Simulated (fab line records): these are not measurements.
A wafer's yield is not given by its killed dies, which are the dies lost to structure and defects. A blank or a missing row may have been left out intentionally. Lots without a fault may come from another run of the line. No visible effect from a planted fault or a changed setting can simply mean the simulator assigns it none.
Which of the tools did it? || flow nandHarc || at 1 step of a route of 1159, 13 lots with 39 wafers sampled

WHAT THE GAUGES READ, wafer by wafer
NHARC_A_CONTACT_OVL_MEAS_43. Usual: overlayXNm 0.0 nm, standard deviation 0.96; overlayYNm 0.0 nm, standard deviation 0.79.
{"lot": "L160", "measured": "day 16 02:19", "on": "overlay-02", "overlayXNm (nm)": "-0.7 -0.4 -0.4", "overlayYNm (nm)": "0.3 0.9 1.0", "flag": ""}
{"lot": "L163", "measured": "day 16 13:34", "on": "overlay-01", "overlayXNm (nm)": "-2.3 -2.5 -2.9", "overlayYNm (nm)": "-0.9 -0.2 -0.2", "flag": ""}
{"lot": "L162", "measured": "day 16 15:49", "on": "overlay-02", "overlayXNm (nm)": "1.3 0.6 1.3", "overlayYNm (nm)": "-0.7 -0.3 0.3", "flag": ""}
{"lot": "L165", "measured": "day 17 06:01", "on": "overlay-02", "overlayXNm (nm)": "0.1 0.9 0.3", "overlayYNm (nm)": "-0.3 -0.9 -0.3", "flag": ""}
{"lot": "L166", "measured": "day 17 10:19", "on": "overlay-01", "overlayXNm (nm)": "-0.7 -0.5 -0.6", "overlayYNm (nm)": "-0.6 -1.1 -1.3", "flag": ""}
{"lot": "L164", "measured": "day 17 19:16", "on": "overlay-02", "overlayXNm (nm)": "-1.1 -1.3 -1.2", "overlayYNm (nm)": "0.4 0.8 0.8", "flag": ""}
{"lot": "L169", "measured": "day 18 02:50", "on": "overlay-02", "overlayXNm (nm)": "1.0 1.2 1.1", "overlayYNm (nm)": "-0.3 -0.5 -0.2", "flag": ""}
{"lot": "L168", "measured": "day 18 18:33", "on": "overlay-01", "overlayXNm (nm)": "0.3 -0.1 0.2", "overlayYNm (nm)": "-1.0 -1.0 -0.9", "flag": ""}
{"lot": "L170", "measured": "day 18 19:05", "on": "overlay-02", "overlayXNm (nm)": "0.4 0.2 0.5", "overlayYNm (nm)": "0.9 0.4 0.9", "flag": ""}
{"lot": "L176", "measured": "day 20 00:14", "on": "overlay-01", "overlayXNm (nm)": "-1.2 -1.4 -1.5", "overlayYNm (nm)": "-0.6 -1.1 0.0", "flag": ""}
{"lot": "L175", "measured": "day 20 00:59", "on": "overlay-01", "overlayXNm (nm)": "1.1 0.6 0.5", "overlayYNm (nm)": "-0.5 -0.8 -1.1", "flag": ""}
{"lot": "L182", "measured": "day 21 20:52", "on": "overlay-01", "overlayXNm (nm)": "-0.3 0.2 0.9", "overlayYNm (nm)": "-0.1 -0.3 -0.1", "flag": ""}
{"lot": "L181", "measured": "day 21 21:38", "on": "overlay-02", "overlayXNm (nm)": "-1.0 -0.7 -0.2", "overlayYNm (nm)": "1.9 2.3 1.7", "flag": ""}

EACH LOT AND THE TOOL THAT RAN IT (in order: tool; ch and the chambers of the sampled wafers; start)
The record shows no process step preceding these readings.

WHAT THE TOOLS THEMSELVES READ (means of the sampled wafers that have a number; where no wafer has one, the mark that the record gives instead)
The record holds no such reading with a usual standard deviation.

THE ANSWER, worked out from the rows above alone
Rule: lot off if the mean of its wafers having a number is beyond 3 standard deviations from the usual mean. A lot without any number at a reading at which 4 lots or more have one is off too. The other lots that the step has rows for count as sound. After the gauges, taken in route order, come the tools' own readings; for these a lot's mean is taken, as printed above. At the first step where some lot is off, the reading lying furthest off is the one used; lots without a number count as furthest.
Across all readings shown, no lot is off: no conclusion can be drawn from this.

WHAT HAD BEEN PUT IN BY THE SIMULATOR
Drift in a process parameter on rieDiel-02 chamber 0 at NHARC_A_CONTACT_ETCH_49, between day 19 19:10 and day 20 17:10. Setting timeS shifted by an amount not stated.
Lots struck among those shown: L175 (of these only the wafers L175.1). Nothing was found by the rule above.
